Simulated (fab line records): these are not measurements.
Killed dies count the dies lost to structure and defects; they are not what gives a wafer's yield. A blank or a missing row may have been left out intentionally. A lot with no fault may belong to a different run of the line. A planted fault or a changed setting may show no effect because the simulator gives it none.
Matching of chambers / flow n5 finfet / N5_BEOL_M0_SAQP_HM_OPEN_112 on rie diel-05: 4 sister chambers
The step chemistry CHF3/O2, target SiO2, stops on a-Si, target depth 12 nm, time 13.5 s. 14 wafers are shown with their chamber, then 7 later ones without.

== WAFERS, EACH WITH ITS CHAMBER ==
wafer=L804.2; chamber=3; showerhead plenum p Torr (Torr)=2.41; drypump motor current A (A)=5.6; throttle valve pct (%)=18.98
wafer=L804.3; chamber=1; showerhead plenum p Torr (Torr)=2.42; drypump motor current A (A)=5.2; throttle valve pct (%)=18.54
wafer=L804.5; chamber=1; showerhead plenum p Torr (Torr)=2.42; drypump motor current A (A)=5.2; throttle valve pct (%)=18.56
wafer=L805.1; chamber=3; showerhead plenum p Torr (Torr)=2.41; drypump motor current A (A)=5.6; throttle valve pct (%)=19.00
wafer=L805.2; chamber=0; showerhead plenum p Torr (Torr)=2.59; drypump motor current A (A)=5.4; throttle valve pct (%)=18.79
wafer=L805.5; chamber=3; showerhead plenum p Torr (Torr)=2.41; drypump motor current A (A)=5.6; throttle valve pct (%)=19.00
wafer=L807.3; chamber=2; showerhead plenum p Torr (Torr)=2.40; drypump motor current A (A)=5.8; throttle valve pct (%)=18.89
wafer=L807.4; chamber=0; showerhead plenum p Torr (Torr)=2.58; drypump motor current A (A)=5.4; throttle valve pct (%)=18.81
wafer=L807.5; chamber=3; showerhead plenum p Torr (Torr)=2.41; drypump motor current A (A)=5.6; throttle valve pct (%)=19.01
wafer=L818.3; chamber=2; showerhead plenum p Torr (Torr)=2.39; drypump motor current A (A)=5.9; throttle valve pct (%)=18.93
wafer=L818.4; chamber=0; showerhead plenum p Torr (Torr)=2.58; drypump motor current A (A)=5.4; throttle valve pct (%)=18.83
wafer=L818.5; chamber=2; showerhead plenum p Torr (Torr)=2.39; drypump motor current A (A)=5.9; throttle valve pct (%)=18.94
wafer=L819.1; chamber=0; showerhead plenum p Torr (Torr)=2.58; drypump motor current A (A)=5.4; throttle valve pct (%)=18.85
wafer=L819.2; chamber=1; showerhead plenum p Torr (Torr)=2.41; drypump motor current A (A)=5.2; throttle valve pct (%)=18.60

SIGNATURES (means of the wafers above)
reading=showerhead plenum p Torr; chamber 0=2.5825; chamber 1=2.4167; chamber 2=2.3933; chamber 3=2.4100; scatter within a chamber=0.00456
reading=drypump motor current A; chamber 0=5.400; chamber 1=5.200; chamber 2=5.867; chamber 3=5.600; scatter within a chamber=0.0258
reading=throttle valve pct; chamber 0=18.8200; chamber 1=18.5667; chamber 2=18.9200; chamber 3=18.9975; scatter within a chamber=0.024
Rule: a wafer's distance from a chamber is the root of the sum, over the readings, of the square of ((its reading less the chamber's mean) divided by the reading's scatter). If the next closest chamber is less than 2 further off than the closest, the wafer can't be placed; otherwise it belongs to the closest. The scatter: the root of (the sum of the squares of (reading less its chamber's mean) over the shown wafers, divided by (wafers less chambers)).

== WAFERS WHOSE CHAMBER IS MISSING ==
wafer=L819.3; showerhead plenum p Torr (Torr)=2.39; drypump motor current A (A)=5.9; throttle valve pct (%)=18.94
wafer=L823.2; showerhead plenum p Torr (Torr)=2.39; drypump motor current A (A)=5.9; throttle valve pct (%)=18.96
wafer=L823.3; showerhead plenum p Torr (Torr)=2.57; drypump motor current A (A)=5.4; throttle valve pct (%)=18.85
wafer=L823.4; showerhead plenum p Torr (Torr)=2.40; drypump motor current A (A)=5.6; throttle valve pct (%)=19.06
wafer=L825.2; showerhead plenum p Torr (Torr)=2.57; drypump motor current A (A)=5.4; throttle valve pct (%)=18.85
wafer=L825.4; showerhead plenum p Torr (Torr)=2.40; drypump motor current A (A)=5.6; throttle valve pct (%)=19.06
wafer=L825.5; showerhead plenum p Torr (Torr)=2.40; drypump motor current A (A)=5.2; throttle valve pct (%)=18.62

== THE CHAMBER EACH PASSED THROUGH ==
wafer=L819.3; from the rows above=2; in truth=2
wafer=L823.2; from the rows above=2; in truth=2
wafer=L823.3; from the rows above=0; in truth=0
wafer=L823.4; from the rows above=3; in truth=3
wafer=L825.2; from the rows above=0; in truth=0
wafer=L825.4; from the rows above=3; in truth=3
wafer=L825.5; from the rows above=1; in truth=1
Correct placement for 7 of the 7. Can't be placed from these rows: 0. Number placed wrongly: 0.
